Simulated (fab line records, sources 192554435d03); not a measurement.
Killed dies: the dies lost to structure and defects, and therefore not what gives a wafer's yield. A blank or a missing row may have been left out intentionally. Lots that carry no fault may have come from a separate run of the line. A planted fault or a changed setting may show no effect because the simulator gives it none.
What tool caused it? / flow n5Finfet / 24 lots, 72 wafers sampled, at 4 steps of a route of 1938

WHAT THE GAUGES READ, wafer by wafer
N5_BEOL_M11_INSPECT_58: inspects for defects (darkfield).
lot=L075; measured=day 16 05:39; on=defectInspect-02; rawDefectCount=86 58 81
lot=L078; measured=day 16 13:20; on=defectInspect-02; rawDefectCount=76 51 74
lot=L077; measured=day 17 13:16; on=defectInspect-02; rawDefectCount=26 50 48
lot=L079; measured=day 18 11:27; on=defectInspect-01; rawDefectCount=55 49 48
lot=L074; measured=day 18 13:35; on=defectInspect-01; rawDefectCount=77 184 97
lot=L080; measured=day 18 20:28; on=defectInspect-01; rawDefectCount=63 54 68
lot=L084; measured=day 18 20:45; on=defectInspect-01; rawDefectCount=66 117 54
lot=L076; measured=day 19 19:38; on=defectInspect-01; rawDefectCount=99 80 82
lot=L081; measured=day 20 08:18; on=defectInspect-01; rawDefectCount=74 64 41
lot=L083; measured=day 20 08:51; on=defectInspect-02; rawDefectCount=60 65 72
lot=L082; measured=day 20 12:19; on=defectInspect-01; rawDefectCount=118 114 139
lot=L085; measured=day 20 14:37; on=defectInspect-02; rawDefectCount=49 94 56
lot=L087; measured=day 20 20:26; on=defectInspect-02; rawDefectCount=38 51 74
lot=L091; measured=day 20 20:33; on=defectInspect-01; rawDefectCount=72 92 40
lot=L086; measured=day 20 20:49; on=defectInspect-01; rawDefectCount=42 72 61
lot=L090; measured=day 20 21:49; on=defectInspect-02; rawDefectCount=92 97 52
lot=L088; measured=day 20 23:45; on=defectInspect-02; rawDefectCount=61 47 94
lot=L089; measured=day 21 04:59; on=defectInspect-01; rawDefectCount=60 37 48
lot=L092; measured=day 21 21:05; on=defectInspect-02; rawDefectCount=44 51 51
lot=L093; measured=day 21 21:27; on=defectInspect-01; rawDefectCount=95 66 64
lot=L095; measured=day 21 22:53; on=defectInspect-02; rawDefectCount=100 109 143
lot=L094; measured=day 22 18:02; on=defectInspect-02; rawDefectCount=63 73 82
lot=L096; measured=day 23 02:35; on=defectInspect-01; rawDefectCount=76 42 66
lot=L097; measured=day 23 03:43; on=defectInspect-02; rawDefectCount=62 40 34

N5_BEOL_M13_OVL_MEAS_11.
lot=L075; measured=day 16 12:11; on=overlay-02; V12_OVL (nm)=-1 1 -7
lot=L078; measured=day 16 18:59; on=overlay-01; V12_OVL (nm)=-8 -12 -7
lot=L077; measured=day 17 21:17; on=overlay-01; V12_OVL (nm)=-9 -3 -8
lot=L079; measured=day 18 20:18; on=overlay-02; V12_OVL (nm)=6 0 4
lot=L074; measured=day 18 20:35; on=overlay-02; V12_OVL (nm)=7 9 8
lot=L080; measured=day 19 04:53; on=overlay-02; V12_OVL (nm)=-3 -3 -5
lot=L084; measured=day 19 07:08; on=overlay-01; V12_OVL (nm)=-5 2 3
lot=L076; measured=day 20 02:31; on=overlay-02; V12_OVL (nm)=2 -8 -8
lot=L081; measured=day 20 18:58; on=overlay-01; V12_OVL (nm)=-6 -4 2
lot=L083; measured=day 20 19:59; on=overlay-02; V12_OVL (nm)=-5 -3 -6
lot=L082; measured=day 20 20:48; on=overlay-01; V12_OVL (nm)=0 -1 -1
lot=L085; measured=day 20 21:37; on=overlay-01; V12_OVL (nm)=0 5 6
lot=L087; measured=day 21 06:07; on=overlay-01; V12_OVL (nm)=1 -4 -2
lot=L091; measured=day 21 04:34; on=overlay-01; V12_OVL (nm)=2 -6 -4
lot=L086; measured=day 21 05:35; on=overlay-02; V12_OVL (nm)=-5 -10 -8
lot=L090; measured=day 21 07:01; on=overlay-02; V12_OVL (nm)=-2 2 3
lot=L088; measured=day 21 07:11; on=overlay-01; V12_OVL (nm)=8 -1 8
lot=L089; measured=day 21 17:54; on=overlay-01; V12_OVL (nm)=-3 3 -1
lot=L092; measured=day 22 02:37; on=overlay-01; V12_OVL (nm)=-5 6 -1
lot=L093; measured=day 22 09:35; on=overlay-02; V12_OVL (nm)=7 -1 5
lot=L095; measured=day 22 11:11; on=overlay-02; V12_OVL (nm)=-2 9 -5
lot=L094; measured=day 23 04:39; on=overlay-01; V12_OVL (nm)=-2 4 2
lot=L096; measured=day 23 09:34; on=overlay-01; V12_OVL (nm)=-5 -10 -4
lot=L097; measured=day 23 14:04; on=overlay-02; V12_OVL (nm)=1 6 11

WHAT TOOL EACH LOT RAN ON (gives the tool, then ch and the chambers of the sampled wafers, and finally the start)
lot=L075; N5_BEOL_M12_ETCH_38=rieDiel-03 ch 1,2,3, day 16 09:50; N5_BEOL_M13_ILD_DEP_00=pecvd-02 ch 0,1, day 16 11:43
lot=L078; N5_BEOL_M12_ETCH_38=rieDiel-03 ch 0,2,3, day 16 16:04; N5_BEOL_M13_ILD_DEP_00=pecvd-03 ch 0,1, day 16 18:19
lot=L077; N5_BEOL_M12_ETCH_38=rieDiel-03 ch 1,2,3, day 17 19:17; N5_BEOL_M13_ILD_DEP_00=pecvd-02 ch 0,1,2, day 17 20:47
lot=L079; N5_BEOL_M12_ETCH_38=rieDiel-03 ch 0,2,3, day 18 17:55; N5_BEOL_M13_ILD_DEP_00=pecvd-03 ch 0,1,2, day 18 19:41
lot=L074; N5_BEOL_M12_ETCH_38=rieDiel-06 ch 1,3, day 18 18:09; N5_BEOL_M13_ILD_DEP_00=pecvd-03 ch 0,2, day 18 19:58
lot=L080; N5_BEOL_M12_ETCH_38=rieDiel-02 ch 0,1,2, day 19 02:32; N5_BEOL_M13_ILD_DEP_00=pecvd-03 ch 0,2, day 19 04:25
lot=L084; N5_BEOL_M12_ETCH_38=rieDiel-03 ch 0,2,3, day 19 03:08; N5_BEOL_M13_ILD_DEP_00=pecvd-02 ch 1,2, day 19 06:28
lot=L076; N5_BEOL_M12_ETCH_38=rieDiel-02 ch 0,1,3, day 20 00:19; N5_BEOL_M13_ILD_DEP_00=pecvd-03 ch 0,1, day 20 02:02
lot=L081; N5_BEOL_M12_ETCH_38=rieDiel-03 ch 1,2,3, day 20 16:41; N5_BEOL_M13_ILD_DEP_00=pecvd-03 ch 0,1,2, day 20 18:28
lot=L083; N5_BEOL_M12_ETCH_38=rieDiel-03 ch 1,2,3, day 20 17:53; N5_BEOL_M13_ILD_DEP_00=pecvd-03 ch 0,1,2, day 20 19:30
lot=L082; N5_BEOL_M12_ETCH_38=rieDiel-02 ch 0,3, day 20 18:14; N5_BEOL_M13_ILD_DEP_00=pecvd-01 ch 0,2, day 20 20:19
lot=L085; N5_BEOL_M12_ETCH_38=rieDiel-03 ch 1,2,3, day 20 19:05; N5_BEOL_M13_ILD_DEP_00=pecvd-03 ch 1,2, day 20 21:08
lot=L087; N5_BEOL_M12_ETCH_38=rieDiel-03 ch 1,2,3, day 21 03:07; N5_BEOL_M13_ILD_DEP_00=pecvd-02 ch 0,2, day 21 05:38
lot=L091; N5_BEOL_M12_ETCH_38=rieDiel-03 ch 1,2,3, day 21 00:55; N5_BEOL_M13_ILD_DEP_00=pecvd-02 ch 0,1, day 21 04:05
lot=L086; N5_BEOL_M12_ETCH_38=rieDiel-03 ch 1,2,3, day 21 02:07; N5_BEOL_M13_ILD_DEP_00=pecvd-02 ch 0,1, day 21 04:58
lot=L090; N5_BEOL_M12_ETCH_38=rieDiel-06 ch 1,2, day 21 03:40; N5_BEOL_M13_ILD_DEP_00=pecvd-03 ch 0,2, day 21 06:24
lot=L088; N5_BEOL_M12_ETCH_38=rieDiel-06 ch 1,3, day 21 03:46; N5_BEOL_M13_ILD_DEP_00=pecvd-03 ch 0,1,2, day 21 06:32
lot=L089; N5_BEOL_M12_ETCH_38=rieDiel-06 ch 0,2, day 21 14:19; N5_BEOL_M13_ILD_DEP_00=pecvd-01 ch 1,2, day 21 17:14
lot=L092; N5_BEOL_M12_ETCH_38=rieDiel-02 ch 0,2, day 22 00:02; N5_BEOL_M13_ILD_DEP_00=pecvd-01 ch 0,1, day 22 02:01
lot=L093; N5_BEOL_M12_ETCH_38=rieDiel-03 ch 0,1,2, day 22 06:56; N5_BEOL_M13_ILD_DEP_00=pecvd-02 ch 1,2, day 22 09:05
lot=L095; N5_BEOL_M12_ETCH_38=rieDiel-02 ch 0,2,3, day 22 08:29; N5_BEOL_M13_ILD_DEP_00=pecvd-01 ch 0,1,2, day 22 10:38
lot=L094; N5_BEOL_M12_ETCH_38=rieDiel-06 ch 2,3, day 23 02:12; N5_BEOL_M13_ILD_DEP_00=pecvd-03 ch 1,2, day 23 04:10
lot=L096; N5_BEOL_M12_ETCH_38=rieDiel-06 ch 1,2, day 23 07:00; N5_BEOL_M13_ILD_DEP_00=pecvd-02 ch 0,1,2, day 23 08:57
lot=L097; N5_BEOL_M12_ETCH_38=rieDiel-03 ch 0,1,2, day 23 12:01; N5_BEOL_M13_ILD_DEP_00=pecvd-03 ch 0,1, day 23 13:35
- N5_BEOL_M12_ETCH_38: etches SiCN in CF4/N2, target depth 68.7 nm, time 73.4 s.
- N5_BEOL_M13_ILD_DEP_00: deposits SiOC from DEMS/O2, target thk 837.92 nm, time 166.4 s.

WHAT THE TOOLS THEMSELVES READ (means of the sampled wafers that have a number; where no wafer has one, the mark that the record gives instead)
N5_BEOL_M12_ETCH_38.
lot=L075; tool=rieDiel-03; drypumpMotorCurrentA (A)=5.8; oesProductAu (a.u.)=0.87; rfVppV (V)=385.1; showerheadPlenumPTorr (Torr)=2.32; throttleValvePct (%)=15.21
lot=L078; tool=rieDiel-03; drypumpMotorCurrentA (A)=6.0; oesProductAu (a.u.)=0.86; rfVppV (V)=384.0; showerheadPlenumPTorr (Torr)=2.29; throttleValvePct (%)=15.32
lot=L077; tool=rieDiel-03; drypumpMotorCurrentA (A)=5.8; oesProductAu (a.u.)=0.85; rfVppV (V)=384.2; showerheadPlenumPTorr (Torr)=2.32; throttleValvePct (%)=15.24
lot=L079; tool=rieDiel-03; drypumpMotorCurrentA (A)=6.0; oesProductAu (a.u.)=0.82; rfVppV (V)=385.0; showerheadPlenumPTorr (Torr)=2.28; throttleValvePct (%)=15.35
lot=L074; tool=rieDiel-06; drypumpMotorCurrentA (A)=6.0; oesProductAu (a.u.)=0.74; rfVppV (V)=379.3; showerheadPlenumPTorr (Torr)=2.06; throttleValvePct (%)=15.66
lot=L080; tool=rieDiel-02; drypumpMotorCurrentA (A)=6.1; oesProductAu (a.u.)=0.76; rfVppV (V)=383.7; showerheadPlenumPTorr (Torr)=2.25; throttleValvePct (%)=15.48
lot=L084; tool=rieDiel-03; drypumpMotorCurrentA (A)=6.0; oesProductAu (a.u.)=0.82; rfVppV (V)=383.9; showerheadPlenumPTorr (Torr)=2.28; throttleValvePct (%)=15.36
lot=L076; tool=rieDiel-02; drypumpMotorCurrentA (A)=6.0; oesProductAu (a.u.)=0.74; rfVppV (V)=382.4; showerheadPlenumPTorr (Torr)=2.24; throttleValvePct (%)=15.46
lot=L081; tool=rieDiel-03; drypumpMotorCurrentA (A)=5.8; oesProductAu (a.u.)=0.90; rfVppV (V)=384.9; showerheadPlenumPTorr (Torr)=2.31; throttleValvePct (%)=15.11
lot=L083; tool=rieDiel-03; drypumpMotorCurrentA (A)=5.8; oesProductAu (a.u.)=0.90; rfVppV (V)=385.2; showerheadPlenumPTorr (Torr)=2.31; throttleValvePct (%)=15.11
lot=L082; tool=rieDiel-02; drypumpMotorCurrentA (A)=5.6; oesProductAu (a.u.)=0.77; rfVppV (V)=382.6; showerheadPlenumPTorr (Torr)=2.22; throttleValvePct (%)=15.52
lot=L085; tool=rieDiel-03; drypumpMotorCurrentA (A)=5.8; oesProductAu (a.u.)=0.90; rfVppV (V)=385.3; showerheadPlenumPTorr (Torr)=2.31; throttleValvePct (%)=15.11
lot=L087; tool=rieDiel-03; drypumpMotorCurrentA (A)=5.8; oesProductAu (a.u.)=0.89; rfVppV (V)=384.0; showerheadPlenumPTorr (Torr)=2.31; throttleValvePct (%)=15.13
lot=L091; tool=rieDiel-03; drypumpMotorCurrentA (A)=5.8; oesProductAu (a.u.)=0.90; rfVppV (V)=384.6; showerheadPlenumPTorr (Torr)=2.31; throttleValvePct (%)=15.12
lot=L086; tool=rieDiel-03; drypumpMotorCurrentA (A)=5.8; oesProductAu (a.u.)=0.90; rfVppV (V)=384.1; showerheadPlenumPTorr (Torr)=2.31; throttleValvePct (%)=15.12
lot=L090; tool=rieDiel-06; drypumpMotorCurrentA (A)=5.8; oesProductAu (a.u.)=0.83; rfVppV (V)=380.6; showerheadPlenumPTorr (Torr)=2.14; throttleValvePct (%)=15.50
lot=L088; tool=rieDiel-06; drypumpMotorCurrentA (A)=6.0; oesProductAu (a.u.)=0.73; rfVppV (V)=378.3; showerheadPlenumPTorr (Torr)=2.06; throttleValvePct (%)=15.70
lot=L089; tool=rieDiel-06; drypumpMotorCurrentA (A)=5.1; oesProductAu (a.u.)=0.84; rfVppV (V)=382.2; showerheadPlenumPTorr (Torr)=2.18; throttleValvePct (%)=15.42
lot=L092; tool=rieDiel-02; drypumpMotorCurrentA (A)=6.2; oesProductAu (a.u.)=0.74; rfVppV (V)=382.2; showerheadPlenumPTorr (Torr)=2.21; throttleValvePct (%)=15.64
lot=L093; tool=rieDiel-03; drypumpMotorCurrentA (A)=5.8; oesProductAu (a.u.)=0.90; rfVppV (V)=383.5; showerheadPlenumPTorr (Torr)=2.25; throttleValvePct (%)=15.14
lot=L095; tool=rieDiel-02; drypumpMotorCurrentA (A)=5.8; oesProductAu (a.u.)=0.75; rfVppV (V)=383.2; showerheadPlenumPTorr (Torr)=2.21; throttleValvePct (%)=15.59
lot=L094; tool=rieDiel-06; drypumpMotorCurrentA (A)=5.4; oesProductAu (a.u.)=0.87; rfVppV (V)=381.8; showerheadPlenumPTorr (Torr)=2.23; throttleValvePct (%)=15.45
lot=L096; tool=rieDiel-06; drypumpMotorCurrentA (A)=5.4; oesProductAu (a.u.)=0.82; rfVppV (V)=381.7; showerheadPlenumPTorr (Torr)=2.14; throttleValvePct (%)=15.53
lot=L097; tool=rieDiel-03; drypumpMotorCurrentA (A)=5.8; oesProductAu (a.u.)=0.89; rfVppV (V)=383.0; showerheadPlenumPTorr (Torr)=2.24; throttleValvePct (%)=15.16

N5_BEOL_M13_ILD_DEP_00.
lot=L075; tool=pecvd-02; heaterPowerW (W)=335; showerheadPlenumPTorr (Torr)=5.700; throttleValvePct (%)=11.7
lot=L078; tool=pecvd-03; heaterPowerW (W)=529; showerheadPlenumPTorr (Torr)=5.695; throttleValvePct (%)=12.4
lot=L077; tool=pecvd-02; heaterPowerW (W)=392; showerheadPlenumPTorr (Torr)=5.690; throttleValvePct (%)=11.8
lot=L079; tool=pecvd-03; heaterPowerW (W)=553; showerheadPlenumPTorr (Torr)=5.702; throttleValvePct (%)=12.2
lot=L074; tool=pecvd-03; heaterPowerW (W)=555; showerheadPlenumPTorr (Torr)=5.694; throttleValvePct (%)=12.5
lot=L080; tool=pecvd-03; heaterPowerW (W)=560; showerheadPlenumPTorr (Torr)=5.708; throttleValvePct (%)=12.1
lot=L084; tool=pecvd-02; heaterPowerW (W)=402; showerheadPlenumPTorr (Torr)=5.695; throttleValvePct (%)=11.2
lot=L076; tool=pecvd-03; heaterPowerW (W)=477; showerheadPlenumPTorr (Torr)=5.700; throttleValvePct (%)=12.3
lot=L081; tool=pecvd-03; heaterPowerW (W)=497; showerheadPlenumPTorr (Torr)=5.711; throttleValvePct (%)=12.1
lot=L083; tool=pecvd-03; heaterPowerW (W)=501; showerheadPlenumPTorr (Torr)=5.701; throttleValvePct (%)=12.2
lot=L082; tool=pecvd-01; heaterPowerW (W)=399; showerheadPlenumPTorr (Torr)=5.701; throttleValvePct (%)=11.6
lot=L085; tool=pecvd-03; heaterPowerW (W)=483; showerheadPlenumPTorr (Torr)=5.703; throttleValvePct (%)=12.0
lot=L087; tool=pecvd-02; heaterPowerW (W)=389; showerheadPlenumPTorr (Torr)=5.696; throttleValvePct (%)=12.2
lot=L091; tool=pecvd-02; heaterPowerW (W)=359; showerheadPlenumPTorr (Torr)=5.711; throttleValvePct (%)=11.7
lot=L086; tool=pecvd-02; heaterPowerW (W)=342; showerheadPlenumPTorr (Torr)=5.700; throttleValvePct (%)=11.1
lot=L090; tool=pecvd-03; heaterPowerW (W)=553; showerheadPlenumPTorr (Torr)=5.699; throttleValvePct (%)=12.3
lot=L088; tool=pecvd-03; heaterPowerW (W)=511; showerheadPlenumPTorr (Torr)=5.697; throttleValvePct (%)=12.3
lot=L089; tool=pecvd-01; heaterPowerW (W)=418; showerheadPlenumPTorr (Torr)=5.715; throttleValvePct (%)=11.2
lot=L092; tool=pecvd-01; heaterPowerW (W)=524; showerheadPlenumPTorr (Torr)=5.705; throttleValvePct (%)=11.5
lot=L093; tool=pecvd-02; heaterPowerW (W)=375; showerheadPlenumPTorr (Torr)=5.687; throttleValvePct (%)=11.3
lot=L095; tool=pecvd-01; heaterPowerW (W)=478; showerheadPlenumPTorr (Torr)=5.709; throttleValvePct (%)=11.6
lot=L094; tool=pecvd-03; heaterPowerW (W)=502; showerheadPlenumPTorr (Torr)=5.698; throttleValvePct (%)=12.1
lot=L096; tool=pecvd-02; heaterPowerW (W)=392; showerheadPlenumPTorr (Torr)=5.697; throttleValvePct (%)=11.8
lot=L097; tool=pecvd-03; heaterPowerW (W)=483; showerheadPlenumPTorr (Torr)=5.690; throttleValvePct (%)=12.5

THE ANSWER, worked out from the rows above alone
Rule: usual is defined by the lots themselves. Put in order of their means at a reading, lots are off if they are a third of the lots or fewer, leave a main group of 4 or more, and stand apart from it by a gap of 3 or more times the standard deviation of the main group's means; of several such gaps the widest counts. If all means in a main group match to the digits the tables above print for the reading, that group is not used. A lot without any number at a reading at which 4 lots or more have one is off too. The other lots that the step has rows for count as sound. After the gauges, taken in route order, come the tools' own readings; for these a lot's mean is taken, as printed above. The first step at which some lot is off is used, and at that step the reading that is off furthest; a lot without a number counts as furthest.
No lot is off at any reading shown: from this, nothing can be told.

WHAT THE SIMULATOR HAD INSERTED
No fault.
